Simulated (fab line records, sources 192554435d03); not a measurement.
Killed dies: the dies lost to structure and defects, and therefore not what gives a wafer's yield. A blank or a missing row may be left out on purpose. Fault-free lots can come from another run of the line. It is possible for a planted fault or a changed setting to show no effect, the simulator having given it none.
Split-lot trial | flow n5_finfet | 7 lots, 21 wafers read, on a route of 1938 steps

THE SPLIT
At N5_DUMMY_GATE_HM_DEP_06 (deposits SiNx from DCS/NH3, target thk 80 nm, time 5141 s), the setting time_s was moved away from the recipe's 5141 s on 18 of the 21 wafers read, by -11.4% to +13.1%. For the rest of the wafers, this setting stayed at what the recipe calls for.

Reading taken at the split's own step.

THE READING
SiNx_of_DUMMY_GATE_HM_DEP_06.thk_nm (the simulator's own value, which no gauge read), in nm, at N5_DUMMY_GATE_HM_DEP_06 (deposits SiNx from DCS/NH3, target thk 80 nm, time 5141 s). The file does not state a usual value for it. The 3 wafers here that ran the recipe average 80.9 nm, standard deviation 0.094 nm.

wafer  | tool, chamber at the split | time_s as run, s | against the recipe | SiNx_of_DUMMY_GATE_HM_DEP_06.thk_nm, nm | against lot-mates on the recipe
L074.1 | -, -                       | 4560             | -11.3%             | 71                                      | no lot-mate on the recipe
L074.5 | -, -                       | 4560             | -11.3%             | 71                                      | no lot-mate on the recipe
L074.2 | -, -                       | 4560             | -11.3%             | 71.2                                    | no lot-mate on the recipe
L076.1 | -, -                       | 4866             | -5.3%              | 75.8                                    | no lot-mate on the recipe
L076.4 | -, -                       | 4866             | -5.3%              | 76.4                                    | no lot-mate on the recipe
L076.5 | -, -                       | 4866             | -5.3%              | 75.6                                    | no lot-mate on the recipe
L079.2 | -, -                       | 4556             | -11.4%             | 72                                      | no lot-mate on the recipe
L079.3 | -, -                       | 4556             | -11.4%             | 72.4                                    | no lot-mate on the recipe
L079.5 | -, -                       | 4556             | -11.4%             | 72.8                                    | no lot-mate on the recipe
L086.2 | -, -                       | 5812             | +13.1%             | 90.6                                    | no lot-mate on the recipe
L086.3 | -, -                       | 5812             | +13.1%             | 90.8                                    | no lot-mate on the recipe
L086.5 | -, -                       | 5812             | +13.1%             | 91.6                                    | no lot-mate on the recipe
L087.1 | -, -                       | 4887             | -4.9%              | 77                                      | no lot-mate on the recipe
L087.2 | -, -                       | 4887             | -4.9%              | 77.2                                    | no lot-mate on the recipe
L087.6 | -, -                       | 4887             | -4.9%              | 76.8                                    | no lot-mate on the recipe
L090.3 | lpcvd-01, 1/25             | 5141             | recipe             | 81                                      | -
L090.5 | lpcvd-01, 1/34,1/39        | 5141             | recipe             | 80.8                                    | -
L090.6 | lpcvd-01, 1/34,1/39        | 5141             | recipe             | 80.8                                    | -
L094.1 | -, -                       | 5480             | +6.6%              | 85.6                                    | no lot-mate on the recipe
L094.3 | -, -                       | 5480             | +6.6%              | 85.2                                    | no lot-mate on the recipe
L094.6 | -, -                       | 5480             | +6.6%              | 84                                      | no lot-mate on the recipe
If several chambers appear in one row, that row covers several wafers at once and the file leaves open which wafer was in which chamber.

THE FIT
A straight line over all 21 wafers: SiNx_of_DUMMY_GATE_HM_DEP_06.thk_nm changes by +0.776 nm for each +1% of time_s; r = +1.00; the points scatter about the line by 0.68 nm.
Too few moved wafers have a lot-mate on the recipe to fit a line with each lot's own level taken away.

FILE'S OWN FIT
SiNx_of_DUMMY_GATE_HM_DEP_06.thk_nm changes by +0.776 nm for each +1% of time_s, r = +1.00.
